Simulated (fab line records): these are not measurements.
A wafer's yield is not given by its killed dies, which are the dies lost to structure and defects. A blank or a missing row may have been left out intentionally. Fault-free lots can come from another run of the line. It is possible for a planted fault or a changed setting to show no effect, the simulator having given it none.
fab line records / flow nand-harc
record: lots: 14 wafers: 40 last-day: 34
route steps=1302 shown A_ZERO_WELL@403 A_ONON_D1@425
lots that met no fault: taken from a fault-free run of the same line
start-h: start of the lot's first displayed wafer, in hours after the record's first day / wait-h: hours elapsed since this lot's preceding step / " repeats the value in the row above / L1.1+2: several wafers, shown together as one row / - no value, or no start given / * or withheld: withheld / < > ~ a bound
route shown NAME@n: a module of which the file shows steps, and the number in the route of the first / usual: mean/standard deviation taken from wafers without a fault / same: alike in all rows / chamber/n: place in a boat / sites: per-site readings / _std_site: standard deviation of those values / _edge_site: the outer-site mean with the inner-site mean subtracted / radius-mm: how far each site lies from the wafer's centre / mask NAME#n: copy n / behind: the most recent tool/chamber to have shaped the wafer / hold: cause of the lot's hold/its duration in hours/its outcome / device: the transistor (n, p or np) that didn't switch / end of line: tests run on the same wafers once the route is complete / a step with no rows: only its recipe / killed: dies that structure and defects cost at the first sort, which is not the same as the wafer's yield / map: the dies of a wafer, with x for killed, . for not killed, _ for no die there
set.NAME: setting as actually run; set.NAME@STEP: the setting as run at that earlier step / model.NAME: the simulator's own value behind a step, which no gauge read
steps of the route over a sample of lots; a table a step, a row a wafer
services: from which hour (start-h, from the record's first day; less than 0 if before it) a tool's chamber was out of use, for how many hours, and why
== steps ==
step: NHARC_A_ZERO_WELL_DESCUM_12
recipe: time-s: 3 o2-flow-sccm: 200 ar-flow-sccm: 0 bias-power-w: 0 chemistry: O2
usual: drypump-motor-current-A: 5.69/0.24 oes-product-au: 1.001/0.0087 rf-vpp-V: 57.6/0.91 showerhead-plenum-p-Torr: 1.89/0.087 throttle-valve-pct: 11.311/0.0083
lot.wafer=L698.3 tool=rie-diel-04 chamber=0 start-h=143.73 wait-h=- drypump-motor-current-A=5.79 oes-product-au=1.003 rf-hours-counter-h=19 rf-vpp-V=58.1 showerhead-plenum-p-Torr=2.03 throttle-valve-pct=11.313
lot.wafer=L698.2 tool=rie-diel-04 chamber=1 start-h=143.73 wait-h=- drypump-motor-current-A=5.52 oes-product-au=1.015 rf-hours-counter-h=20 rf-vpp-V=57.9 showerhead-plenum-p-Torr=2.04 throttle-valve-pct=11.309
lot.wafer=L698.6 tool=rie-diel-04 chamber=2 start-h=143.73 wait-h=- drypump-motor-current-A=5.62 oes-product-au=1.015 rf-hours-counter-h=- rf-vpp-V=58.4 showerhead-plenum-p-Torr=2.05 throttle-valve-pct=11.305
lot.wafer=L699.2 tool=rie-diel-04 chamber=1 start-h=146.05 wait-h=- drypump-motor-current-A=5.49 oes-product-au=1.011 rf-hours-counter-h=20 rf-vpp-V=57.9 showerhead-plenum-p-Torr=2.04 throttle-valve-pct=11.311
lot.wafer=L699.5 tool=rie-diel-04 chamber=2 start-h=146.05 wait-h=- drypump-motor-current-A=5.63 oes-product-au=1.006 rf-hours-counter-h=- rf-vpp-V=57.6 showerhead-plenum-p-Torr=2.05 throttle-valve-pct=11.303
lot.wafer=L699.6 tool=rie-diel-04 chamber=3 start-h=146.05 wait-h=- drypump-motor-current-A=5.93 oes-product-au=0.996 rf-hours-counter-h=- rf-vpp-V=59.4 showerhead-plenum-p-Torr=1.90 throttle-valve-pct=11.319
lot.wafer=L700.3 tool=rie-diel-03 chamber=1 start-h=163.48 wait-h=- drypump-motor-current-A=5.62 oes-product-au=0.989 rf-hours-counter-h=1 rf-vpp-V=57.4 showerhead-plenum-p-Torr=1.86 throttle-valve-pct=11.308
lot.wafer=L700.1 tool=rie-diel-03 chamber=3 start-h=163.48 wait-h=- drypump-motor-current-A=5.65 oes-product-au=1.001 rf-hours-counter-h=1 rf-vpp-V=58.7 showerhead-plenum-p-Torr=1.79 throttle-valve-pct=11.309
lot.wafer=L700.5 tool=rie-diel-03 chamber=1 start-h=163.48 wait-h=- drypump-motor-current-A=5.61 oes-product-au=1.001 rf-hours-counter-h=- rf-vpp-V=56.4 showerhead-plenum-p-Torr=1.86 throttle-valve-pct=11.313
lot.wafer=L701.2 tool=rie-diel-03 chamber=2 start-h=164.77 wait-h=- drypump-motor-current-A=5.99 oes-product-au=1.004 rf-hours-counter-h=1 rf-vpp-V=58.8 showerhead-plenum-p-Torr=1.90 throttle-valve-pct=11.311
lot.wafer=L701.6 tool=rie-diel-03 chamber=1 start-h=164.77 wait-h=- drypump-motor-current-A=5.64 oes-product-au=0.987 rf-hours-counter-h=- rf-vpp-V=57.5 showerhead-plenum-p-Torr=1.86 throttle-valve-pct=11.323
lot.wafer=L701.5 tool=rie-diel-03 chamber=2 start-h=164.77 wait-h=- drypump-motor-current-A=6.02 oes-product-au=1.013 rf-hours-counter-h=- rf-vpp-V=57.4 showerhead-plenum-p-Torr=1.90 throttle-valve-pct=11.309
lot.wafer=L704.2 tool=rie-diel-04 chamber=3 start-h=198.21 wait-h=- drypump-motor-current-A=5.95 oes-product-au=0.987 rf-hours-counter-h=2 rf-vpp-V=58.5 showerhead-plenum-p-Torr=1.90 throttle-valve-pct=11.319
lot.wafer=L704.1 tool=rie-diel-04 chamber=1 start-h=198.21 wait-h=- drypump-motor-current-A=5.50 oes-product-au=0.997 rf-hours-counter-h=1 rf-vpp-V=59.0 showerhead-plenum-p-Torr=2.04 throttle-valve-pct=11.317
lot.wafer=L705.2 tool=rie-diel-02 chamber=1 start-h=205.14 wait-h=- drypump-motor-current-A=5.91 oes-product-au=1.000 rf-hours-counter-h=48 rf-vpp-V=58.3 showerhead-plenum-p-Torr=1.88 throttle-valve-pct=11.319
lot.wafer=L705.5 tool=rie-diel-02 chamber=2 start-h=205.14 wait-h=- drypump-motor-current-A=5.10 oes-product-au=1.007 rf-hours-counter-h=- rf-vpp-V=58.0 showerhead-plenum-p-Torr=1.80 throttle-valve-pct=11.313
lot.wafer=L713.3 tool=rie-diel-04 chamber=2 start-h=284.85 wait-h=- drypump-motor-current-A=5.61 oes-product-au=1.025 rf-hours-counter-h=17 rf-vpp-V=58.5 showerhead-plenum-p-Torr=2.04 throttle-valve-pct=11.308
lot.wafer=L713.1 tool=rie-diel-04 chamber=0 start-h=284.85 wait-h=- drypump-motor-current-A=5.79 oes-product-au=0.992 rf-hours-counter-h=15 rf-vpp-V=58.5 showerhead-plenum-p-Torr=2.02 throttle-valve-pct=11.322
lot.wafer=L713.5 tool=rie-diel-04 chamber=3 start-h=284.85 wait-h=- drypump-motor-current-A=5.91 oes-product-au=0.984 rf-hours-counter-h=- rf-vpp-V=56.8 showerhead-plenum-p-Torr=1.89 throttle-valve-pct=11.306
lot.wafer=L714.4 tool=rie-diel-03 chamber=2 start-h=294.94 wait-h=- drypump-motor-current-A=6.02 oes-product-au=1.001 rf-hours-counter-h=0 rf-vpp-V=58.3 showerhead-plenum-p-Torr=1.90 throttle-valve-pct=11.317
lot.wafer=L714.3 tool=rie-diel-03 chamber=0 start-h=294.94 wait-h=- drypump-motor-current-A=5.38 oes-product-au=1.012 rf-hours-counter-h=0 rf-vpp-V=57.6 showerhead-plenum-p-Torr=1.82 throttle-valve-pct=11.317
lot.wafer=L714.6 tool=rie-diel-03 chamber=2 start-h=294.94 wait-h=- drypump-motor-current-A=6.01 oes-product-au=0.989 rf-hours-counter-h=- rf-vpp-V=57.4 showerhead-plenum-p-Torr=1.90 throttle-valve-pct=11.308
lot.wafer=L715.2 tool=rie-diel-04 chamber=3 start-h=306.81 wait-h=- drypump-motor-current-A=5.93 oes-product-au=1.007 rf-hours-counter-h=21 rf-vpp-V=57.6 showerhead-plenum-p-Torr=1.89 throttle-valve-pct=11.314
lot.wafer=L715.5 tool=rie-diel-04 chamber=0 start-h=306.81 wait-h=- drypump-motor-current-A=5.77 oes-product-au=1.003 rf-hours-counter-h=- rf-vpp-V=59.0 showerhead-plenum-p-Torr=2.02 throttle-valve-pct=11.287
lot.wafer=L715.6 tool=rie-diel-04 chamber=1 start-h=306.81 wait-h=- drypump-motor-current-A=5.50 oes-product-au=1.000 rf-hours-counter-h=- rf-vpp-V=56.9 showerhead-plenum-p-Torr=2.03 throttle-valve-pct=11.297
lot.wafer=L716.1 tool=rie-diel-03 chamber=2 start-h=319.35 wait-h=- drypump-motor-current-A=6.04 oes-product-au=0.979 rf-hours-counter-h=1 rf-vpp-V=57.3 showerhead-plenum-p-Torr=1.90 throttle-valve-pct=11.317
lot.wafer=L716.5 tool=rie-diel-03 chamber=2 start-h=319.35 wait-h=- drypump-motor-current-A=6.04 oes-product-au=0.989 rf-hours-counter-h=- rf-vpp-V=57.2 showerhead-plenum-p-Torr=1.90 throttle-valve-pct=11.321
lot.wafer=L716.6 tool=rie-diel-03 chamber=3 start-h=319.35 wait-h=- drypump-motor-current-A=5.62 oes-product-au=1.001 rf-hours-counter-h=- rf-vpp-V=57.6 showerhead-plenum-p-Torr=1.79 throttle-valve-pct=11.331
lot.wafer=L717.1 tool=rie-diel-03 chamber=2 start-h=327.54 wait-h=- drypump-motor-current-A=6.05 oes-product-au=0.992 rf-hours-counter-h=1 rf-vpp-V=59.1 showerhead-plenum-p-Torr=1.90 throttle-valve-pct=11.288
lot.wafer=L717.3 tool=rie-diel-03 chamber=3 start-h=327.54 wait-h=- drypump-motor-current-A=5.64 oes-product-au=1.002 rf-hours-counter-h=1 rf-vpp-V=57.7 showerhead-plenum-p-Torr=1.79 throttle-valve-pct=11.317
lot.wafer=L717.6 tool=rie-diel-03 chamber=0 start-h=327.54 wait-h=- drypump-motor-current-A=5.39 oes-product-au=1.008 rf-hours-counter-h=- rf-vpp-V=58.1 showerhead-plenum-p-Torr=1.82 throttle-valve-pct=11.298
lot.wafer=L718.1 tool=rie-diel-03 chamber=1 start-h=353.98 wait-h=- drypump-motor-current-A=5.62 oes-product-au=0.999 rf-hours-counter-h=2 rf-vpp-V=56.9 showerhead-plenum-p-Torr=1.86 throttle-valve-pct=11.308
lot.wafer=L718.3 tool=rie-diel-03 chamber=2 start-h=353.98 wait-h=- drypump-motor-current-A=6.02 oes-product-au=0.998 rf-hours-counter-h=2 rf-vpp-V=57.2 showerhead-plenum-p-Torr=1.90 throttle-valve-pct=11.301
lot.wafer=L718.4 tool=rie-diel-03 chamber=3 start-h=353.98 wait-h=- drypump-motor-current-A=5.64 oes-product-au=0.995 rf-hours-counter-h=1 rf-vpp-V=58.4 showerhead-plenum-p-Torr=1.79 throttle-valve-pct=11.318
lot.wafer=L719.3 tool=rie-diel-02 chamber=0 start-h=359.18 wait-h=- drypump-motor-current-A=6.24 oes-product-au=1.006 rf-hours-counter-h=45 rf-vpp-V=55.4 showerhead-plenum-p-Torr=1.81 throttle-valve-pct=11.316
lot.wafer=L719.2 tool=rie-diel-02 chamber=2 start-h=359.18 wait-h=- drypump-motor-current-A=5.10 oes-product-au=0.994 rf-hours-counter-h=43 rf-vpp-V=57.6 showerhead-plenum-p-Torr=1.78 throttle-valve-pct=11.318
lot.wafer=L719.1 tool=rie-diel-02 chamber=3 start-h=359.18 wait-h=- drypump-motor-current-A=5.91 oes-product-au=1.000 rf-hours-counter-h=44 rf-vpp-V=58.2 showerhead-plenum-p-Torr=2.06 throttle-valve-pct=11.311
lot.wafer=L721.1 tool=rie-diel-03 chamber=0 start-h=380.42 wait-h=- drypump-motor-current-A=5.38 oes-product-au=1.012 rf-hours-counter-h=2 rf-vpp-V=56.6 showerhead-plenum-p-Torr=1.82 throttle-valve-pct=11.315
lot.wafer=L721.6 tool=rie-diel-03 chamber=0 start-h=380.42 wait-h=- drypump-motor-current-A=5.37 oes-product-au=1.010 rf-hours-counter-h=- rf-vpp-V=57.4 showerhead-plenum-p-Torr=1.82 throttle-valve-pct=11.318
lot.wafer=L721.5 tool=rie-diel-03 chamber=1 start-h=380.42 wait-h=- drypump-motor-current-A=5.62 oes-product-au=0.999 rf-hours-counter-h=- rf-vpp-V=57.1 showerhead-plenum-p-Torr=1.86 throttle-valve-pct=11.304
step: NHARC_A_ONON_D1_THK_MEAS_02
recipe: thk-meas-gauge: ellipsometry
usual: thk-nm: 1003/11
lot.wafer=L699.2 tool=film-metro-02 chamber=- start-h=167.63 wait-h=- thk-nm=1022
lot.wafer=L699.5 tool=film-metro-02 chamber=- start-h=167.63 wait-h=- thk-nm=1022
lot.wafer=L699.6 tool=film-metro-02 chamber=- start-h=167.63 wait-h=- thk-nm=1025
lot.wafer=L698.2 tool=film-metro-01 chamber=- start-h=167.63 wait-h=- thk-nm=1003
lot.wafer=L698.3 tool=film-metro-01 chamber=- start-h=167.63 wait-h=- thk-nm=1006
lot.wafer=L698.6 tool=film-metro-01 chamber=- start-h=167.63 wait-h=- thk-nm=1005
lot.wafer=L701.2 tool=film-metro-02 chamber=- start-h=187.10 wait-h=- thk-nm=989
lot.wafer=L701.5 tool=film-metro-02 chamber=- start-h=187.10 wait-h=- thk-nm=991
lot.wafer=L701.6 tool=film-metro-02 chamber=- start-h=187.10 wait-h=- thk-nm=993
lot.wafer=L700.1 tool=film-metro-01 chamber=- start-h=187.10 wait-h=- thk-nm=990
lot.wafer=L700.3 tool=film-metro-01 chamber=- start-h=187.10 wait-h=- thk-nm=992
lot.wafer=L700.5 tool=film-metro-01 chamber=- start-h=187.10 wait-h=- thk-nm=992
lot.wafer=L704.1 tool=film-metro-01 chamber=- start-h=220.02 wait-h=- thk-nm=1003
lot.wafer=L704.2 tool=film-metro-01 chamber=- start-h=220.02 wait-h=- thk-nm=1002
lot.wafer=L705.2 tool=film-metro-02 chamber=- start-h=229.77 wait-h=- thk-nm=987
lot.wafer=L705.5 tool=film-metro-02 chamber=- start-h=229.77 wait-h=- thk-nm=987
lot.wafer=L713.1 tool=film-metro-02 chamber=- start-h=306.42 wait-h=- thk-nm=984
lot.wafer=L713.3 tool=film-metro-02 chamber=- start-h=306.42 wait-h=- thk-nm=983
lot.wafer=L713.5 tool=film-metro-02 chamber=- start-h=306.42 wait-h=- thk-nm=984
lot.wafer=L714.3 tool=film-metro-02 chamber=- start-h=318.31 wait-h=- thk-nm=997
lot.wafer=L714.4 tool=film-metro-02 chamber=- start-h=318.31 wait-h=- thk-nm=994
lot.wafer=L714.6 tool=film-metro-02 chamber=- start-h=318.31 wait-h=- thk-nm=996
lot.wafer=L715.2 tool=film-metro-02 chamber=- start-h=329.55 wait-h=- thk-nm=1024
lot.wafer=L715.5 tool=film-metro-02 chamber=- start-h=329.55 wait-h=- thk-nm=1023
lot.wafer=L715.6 tool=film-metro-02 chamber=- start-h=329.55 wait-h=- thk-nm=1023
lot.wafer=L716.1 tool=film-metro-01 chamber=- start-h=340.57 wait-h=- thk-nm=991
lot.wafer=L716.5 tool=film-metro-01 chamber=- start-h=340.57 wait-h=- thk-nm=991
lot.wafer=L716.6 tool=film-metro-01 chamber=- start-h=340.57 wait-h=- thk-nm=989
lot.wafer=L717.1 tool=film-metro-01 chamber=- start-h=349.80 wait-h=- thk-nm=1018
lot.wafer=L717.3 tool=film-metro-01 chamber=- start-h=349.80 wait-h=- thk-nm=1015
lot.wafer=L717.6 tool=film-metro-01 chamber=- start-h=349.80 wait-h=- thk-nm=1014
lot.wafer=L718.1 tool=film-metro-01 chamber=- start-h=376.20 wait-h=- thk-nm=1006
lot.wafer=L718.3 tool=film-metro-01 chamber=- start-h=376.20 wait-h=- thk-nm=1007
lot.wafer=L718.4 tool=film-metro-01 chamber=- start-h=376.20 wait-h=- thk-nm=1005
lot.wafer=L719.1 tool=film-metro-01 chamber=- start-h=381.05 wait-h=- thk-nm=992
lot.wafer=L719.2 tool=film-metro-01 chamber=- start-h=381.05 wait-h=- thk-nm=990
lot.wafer=L719.3 tool=film-metro-01 chamber=- start-h=381.05 wait-h=- thk-nm=991
lot.wafer=L721.1 tool=film-metro-01 chamber=- start-h=402.10 wait-h=- thk-nm=1007
lot.wafer=L721.5 tool=film-metro-01 chamber=- start-h=402.10 wait-h=- thk-nm=1008
lot.wafer=L721.6 tool=film-metro-01 chamber=- start-h=402.10 wait-h=- thk-nm=1008
step: NHARC_A_ONON_D1_DEP_28
recipe: target-thk-a: 10000 n2-flow-sccm: 2750 n2o-flow-sccm: 2000 nh3-flow-sccm: 500 sih4-flow-sccm: 210 temp-c: 400
usual: n2-flow-sccm: 2750/7.7 susceptor-temp-C: 399.99/0.21
lot.wafer=L698.2 tool=pecvd-onon-01 chamber=0 start-h=179.49 wait-h=0.1 n2-flow-sccm=2753 susceptor-temp-C=399.79
lot.wafer=L698.3 tool=pecvd-onon-01 chamber=0 start-h=179.49 wait-h=0.1 n2-flow-sccm=2745 susceptor-temp-C=399.63
lot.wafer=L698.6 tool=pecvd-onon-01 chamber=0 start-h=179.49 wait-h=0.1 n2-flow-sccm=2756 susceptor-temp-C=399.36
lot.wafer=L699.2 tool=pecvd-onon-03 chamber=0 start-h=179.49 wait-h=0.1 n2-flow-sccm=2752 susceptor-temp-C=400.06
lot.wafer=L699.5 tool=pecvd-onon-03 chamber=0 start-h=179.49 wait-h=0.1 n2-flow-sccm=2755 susceptor-temp-C=400.22
lot.wafer=L699.6 tool=pecvd-onon-03 chamber=0 start-h=179.49 wait-h=0.1 n2-flow-sccm=2762 susceptor-temp-C=400.24
lot.wafer=L700.1 tool=pecvd-onon-03 chamber=0 start-h=198.83 wait-h=0.1 n2-flow-sccm=2753 susceptor-temp-C=400.08
lot.wafer=L700.3 tool=pecvd-onon-03 chamber=0 start-h=198.83 wait-h=0.1 n2-flow-sccm=2745 susceptor-temp-C=399.97
lot.wafer=L700.5 tool=pecvd-onon-03 chamber=0 start-h=198.83 wait-h=0.1 n2-flow-sccm=2746 susceptor-temp-C=400.14
lot.wafer=L701.2 tool=pecvd-onon-01 chamber=0 start-h=199.10 wait-h=0.1 n2-flow-sccm=2744 susceptor-temp-C=400.16
lot.wafer=L701.5 tool=pecvd-onon-01 chamber=0 start-h=199.10 wait-h=0.1 n2-flow-sccm=2743 susceptor-temp-C=400.11
lot.wafer=L701.6 tool=pecvd-onon-01 chamber=0 start-h=199.10 wait-h=0.1 n2-flow-sccm=2745 susceptor-temp-C=399.96
lot.wafer=L704.1 tool=pecvd-onon-01 chamber=0 start-h=231.69 wait-h=0.1 n2-flow-sccm=2750 susceptor-temp-C=399.57
lot.wafer=L704.2 tool=pecvd-onon-01 chamber=0 start-h=231.69 wait-h=0.1 n2-flow-sccm=2749 susceptor-temp-C=399.82
lot.wafer=L705.2 tool=pecvd-onon-01 chamber=0 start-h=242.59 wait-h=0.1 n2-flow-sccm=2760 susceptor-temp-C=399.99
lot.wafer=L705.5 tool=pecvd-onon-01 chamber=0 start-h=242.59 wait-h=0.1 n2-flow-sccm=2748 susceptor-temp-C=399.97
lot.wafer=L713.1 tool=pecvd-onon-03 chamber=0 start-h=318.86 wait-h=0.2 n2-flow-sccm=2746 susceptor-temp-C=400.12
lot.wafer=L713.3 tool=pecvd-onon-03 chamber=0 start-h=318.86 wait-h=0.2 n2-flow-sccm=2752 susceptor-temp-C=399.82
lot.wafer=L713.5 tool=pecvd-onon-03 chamber=0 start-h=318.86 wait-h=0.2 n2-flow-sccm=2743 susceptor-temp-C=399.95
lot.wafer=L714.3 tool=pecvd-onon-04 chamber=0 start-h=331.39 wait-h=0.2 n2-flow-sccm=2743 susceptor-temp-C=400.19
lot.wafer=L714.4 tool=pecvd-onon-04 chamber=0 start-h=331.39 wait-h=0.2 n2-flow-sccm=2741 susceptor-temp-C=399.82
lot.wafer=L714.6 tool=pecvd-onon-04 chamber=0 start-h=331.39 wait-h=0.2 n2-flow-sccm=2747 susceptor-temp-C=400.22
lot.wafer=L715.2 tool=pecvd-onon-01 chamber=0 start-h=341.47 wait-h=0.1 n2-flow-sccm=2754 susceptor-temp-C=400.03
lot.wafer=L715.5 tool=pecvd-onon-01 chamber=0 start-h=341.47 wait-h=0.1 n2-flow-sccm=2752 susceptor-temp-C=400.05
lot.wafer=L715.6 tool=pecvd-onon-01 chamber=0 start-h=341.47 wait-h=0.1 n2-flow-sccm=2743 susceptor-temp-C=400.00
lot.wafer=L716.1 tool=pecvd-onon-03 chamber=0 start-h=352.42 wait-h=0.1 n2-flow-sccm=2746 susceptor-temp-C=400.01
lot.wafer=L716.5 tool=pecvd-onon-03 chamber=0 start-h=352.42 wait-h=0.1 n2-flow-sccm=2759 susceptor-temp-C=400.34
lot.wafer=L716.6 tool=pecvd-onon-03 chamber=0 start-h=352.42 wait-h=0.1 n2-flow-sccm=2734 susceptor-temp-C=400.01
lot.wafer=L717.1 tool=pecvd-onon-03 chamber=0 start-h=365.55 wait-h=0.1 n2-flow-sccm=2753 susceptor-temp-C=400.11
lot.wafer=L717.3 tool=pecvd-onon-03 chamber=0 start-h=365.55 wait-h=0.1 n2-flow-sccm=2755 susceptor-temp-C=399.92
lot.wafer=L717.6 tool=pecvd-onon-03 chamber=0 start-h=365.55 wait-h=0.1 n2-flow-sccm=2757 susceptor-temp-C=399.79
lot.wafer=L718.1 tool=pecvd-onon-01 chamber=0 start-h=388.62 wait-h=0.1 n2-flow-sccm=2748 susceptor-temp-C=399.79
lot.wafer=L718.3 tool=pecvd-onon-01 chamber=0 start-h=388.62 wait-h=0.1 n2-flow-sccm=2753 susceptor-temp-C=399.85
lot.wafer=L718.4 tool=pecvd-onon-01 chamber=0 start-h=388.62 wait-h=0.1 n2-flow-sccm=2762 susceptor-temp-C=400.08
lot.wafer=L719.1 tool=pecvd-onon-04 chamber=0 start-h=396.24 wait-h=0.1 n2-flow-sccm=2745 susceptor-temp-C=400.17
lot.wafer=L719.2 tool=pecvd-onon-04 chamber=0 start-h=396.24 wait-h=0.1 n2-flow-sccm=2743 susceptor-temp-C=400.35
lot.wafer=L719.3 tool=pecvd-onon-04 chamber=0 start-h=396.24 wait-h=0.1 n2-flow-sccm=2749 susceptor-temp-C=400.05
lot.wafer=L721.1 tool=pecvd-onon-04 chamber=0 start-h=413.93 wait-h=0.1 n2-flow-sccm=2750 susceptor-temp-C=399.59
lot.wafer=L721.5 tool=pecvd-onon-04 chamber=0 start-h=413.93 wait-h=0.1 n2-flow-sccm=2758 susceptor-temp-C=399.89
lot.wafer=L721.6 tool=pecvd-onon-04 chamber=0 start-h=413.93 wait-h=0.1 n2-flow-sccm=2741 susceptor-temp-C=400.08
step: NHARC_A_ONON_D1_THK_MEAS_30
recipe: thk-meas-gauge: ellipsometry
usual: thk-nm: 1001/8.7
lot.wafer=L698.2 tool=film-metro-01 chamber=- start-h=179.94 wait-h=- thk-nm=1008
lot.wafer=L698.3 tool=film-metro-01 chamber=- start-h=179.94 wait-h=- thk-nm=1010
lot.wafer=L698.6 tool=film-metro-01 chamber=- start-h=179.94 wait-h=- thk-nm=1009
lot.wafer=L699.2 tool=film-metro-02 chamber=- start-h=179.95 wait-h=- thk-nm=1007
lot.wafer=L699.5 tool=film-metro-02 chamber=- start-h=179.95 wait-h=- thk-nm=1006
lot.wafer=L699.6 tool=film-metro-02 chamber=- start-h=179.95 wait-h=- thk-nm=1005
lot.wafer=L700.1 tool=film-metro-01 chamber=- start-h=199.34 wait-h=- thk-nm=1005
lot.wafer=L700.3 tool=film-metro-01 chamber=- start-h=199.34 wait-h=- thk-nm=1007
lot.wafer=L700.5 tool=film-metro-01 chamber=- start-h=199.34 wait-h=- thk-nm=1006
lot.wafer=L701.2 tool=film-metro-01 chamber=- start-h=199.55 wait-h=- thk-nm=1013
lot.wafer=L701.5 tool=film-metro-01 chamber=- start-h=199.55 wait-h=- thk-nm=1012
lot.wafer=L701.6 tool=film-metro-01 chamber=- start-h=199.55 wait-h=- thk-nm=1013
lot.wafer=L704.1 tool=film-metro-02 chamber=- start-h=232.22 wait-h=- thk-nm=1542
lot.wafer=L704.2 tool=film-metro-02 chamber=- start-h=232.22 wait-h=- thk-nm=1542
lot.wafer=L705.2 tool=film-metro-01 chamber=- start-h=243.04 wait-h=- thk-nm=1550
lot.wafer=L705.5 tool=film-metro-01 chamber=- start-h=243.04 wait-h=- thk-nm=1014
lot.wafer=L713.1 tool=film-metro-02 chamber=- start-h=319.38 wait-h=- thk-nm=987
lot.wafer=L713.3 tool=film-metro-02 chamber=- start-h=319.38 wait-h=- thk-nm=990
lot.wafer=L713.5 tool=film-metro-02 chamber=- start-h=319.38 wait-h=- thk-nm=988
lot.wafer=L714.3 tool=film-metro-02 chamber=- start-h=331.78 wait-h=- thk-nm=1002
lot.wafer=L714.4 tool=film-metro-02 chamber=- start-h=331.78 wait-h=- thk-nm=1002
lot.wafer=L714.6 tool=film-metro-02 chamber=- start-h=331.78 wait-h=- thk-nm=1002
lot.wafer=L715.2 tool=film-metro-01 chamber=- start-h=341.92 wait-h=- thk-nm=1002
lot.wafer=L715.5 tool=film-metro-01 chamber=- start-h=341.92 wait-h=- thk-nm=1002
lot.wafer=L715.6 tool=film-metro-01 chamber=- start-h=341.92 wait-h=- thk-nm=1003
lot.wafer=L716.1 tool=film-metro-02 chamber=- start-h=352.93 wait-h=- thk-nm=1011
lot.wafer=L716.5 tool=film-metro-02 chamber=- start-h=352.93 wait-h=- thk-nm=1009
lot.wafer=L716.6 tool=film-metro-02 chamber=- start-h=352.93 wait-h=- thk-nm=1008
lot.wafer=L717.1 tool=film-metro-01 chamber=- start-h=366.06 wait-h=- thk-nm=1002
lot.wafer=L717.3 tool=film-metro-01 chamber=- start-h=366.06 wait-h=- thk-nm=1001
lot.wafer=L717.6 tool=film-metro-01 chamber=- start-h=366.06 wait-h=- thk-nm=1003
lot.wafer=L718.1 tool=film-metro-01 chamber=- start-h=389.13 wait-h=- thk-nm=1000
lot.wafer=L718.3 tool=film-metro-01 chamber=- start-h=389.13 wait-h=- thk-nm=998
lot.wafer=L718.4 tool=film-metro-01 chamber=- start-h=389.13 wait-h=- thk-nm=1000
lot.wafer=L719.1 tool=film-metro-01 chamber=- start-h=396.75 wait-h=- thk-nm=1012
lot.wafer=L719.2 tool=film-metro-01 chamber=- start-h=396.75 wait-h=- thk-nm=1014
lot.wafer=L719.3 tool=film-metro-01 chamber=- start-h=396.75 wait-h=- thk-nm=1015
lot.wafer=L721.1 tool=film-metro-02 chamber=- start-h=414.46 wait-h=- thk-nm=1000
lot.wafer=L721.5 tool=film-metro-02 chamber=- start-h=414.46 wait-h=- thk-nm=1002
lot.wafer=L721.6 tool=film-metro-02 chamber=- start-h=414.46 wait-h=- thk-nm=1000
== services ==
tool=rie-diel-03 chamber=- start-h=126.75 hours=0.5 kind=repair
tool=rie-diel-02 chamber=1 start-h=128.59 hours=4.1 kind=repair
tool=pecvd-onon-04 chamber=- start-h=130.16 hours=13.0 kind=pm
tool=rie-diel-03 chamber=3 start-h=130.27 hours=6.3 kind=repair
tool=rie-diel-03 chamber=0 start-h=137.80 hours=- kind=clean
tool=rie-diel-04 chamber=- start-h=178.41 hours=9.0 kind=pm
tool=rie-diel-02 chamber=- start-h=223.29 hours=9.0 kind=pm
tool=pecvd-onon-03 chamber=- start-h=227.00 hours=13.0 kind=pm
tool=rie-diel-03 chamber=2 start-h=234.11 hours=5.2 kind=repair
tool=rie-diel-03 chamber=2 start-h=244.72 hours=2.7 kind=repair
tool=pecvd-onon-01 chamber=- start-h=251.35 hours=5.3 kind=repair
tool=pecvd-onon-01 chamber=- start-h=269.29 hours=13.0 kind=pm
tool=rie-diel-03 chamber=- start-h=281.30 hours=9.0 kind=pm
tool=pecvd-onon-04 chamber=- start-h=311.42 hours=13.0 kind=pm
tool=rie-diel-04 chamber=1 start-h=312.58 hours=7.1 kind=repair
tool=rie-diel-04 chamber=2 start-h=313.18 hours=22.7 kind=repair
tool=rie-diel-03 chamber=2 start-h=348.50 hours=3.1 kind=repair
tool=rie-diel-04 chamber=- start-h=352.64 hours=2.5 kind=repair
tool=rie-diel-04 chamber=- start-h=355.41 hours=9.0 kind=pm
tool=pecvd-onon-03 chamber=- start-h=366.01 hours=6.1 kind=repair
tool=rie-diel-02 chamber=3 start-h=388.56 hours=5.6 kind=repair
tool=pecvd-onon-04 chamber=- start-h=392.86 hours=0.8 kind=repair
tool=rie-diel-02 chamber=- start-h=400.29 hours=9.0 kind=pm
tool=pecvd-onon-03 chamber=- start-h=408.00 hours=13.0 kind=pm
== key ==
first-sign: step: NHARC_A_ONON_D1_THK_MEAS_30 reading: thk-nm direction: up sigmas: 62 usual: 1001 struck: 1545
effect none on later readings
met-at NHARC_A_ONON_D1_DEP_28
struck-lots L704,L705
struck-wafers L704.1,L704.2,L705.2
later-rows-left-out L704.1,L704.2,L705.2
sort-left-out L704.1,L704.2,L705.2
tester-left-out L704,L705
not-acting-at NHARC_A_ZERO_WELL_DESCUM_12,NHARC_A_ONON_D1_THK_MEAS_02
onset-between 199.10 231.69
fault: kind: process-parameter-drift tool: pecvd-onon-01 chamber: - onset-h: 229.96 steps: NHARC_A_ONON_D1_DEP_28 channel: target-thk-a offset: * shape: step end-h: 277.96 scope: struck-wafers-only acts-in: * stated: *
tester-left-out: of these lots the tester's yield and bins aren't shown, on N5 and GAA mostly nor the transistor test; their killed dies are dies lost to structure and defects alone, not to doping, threshold or leakage, so they don't give the yield
sort-left-out: the simulated sort isn't trusted on such a fault, so these wafers' sort isn't shown, and their yield isn't known
later-rows-left-out: the simulator's readings of these wafers behind a module that went badly wrong aren't trusted and aren't shown, but for the sort
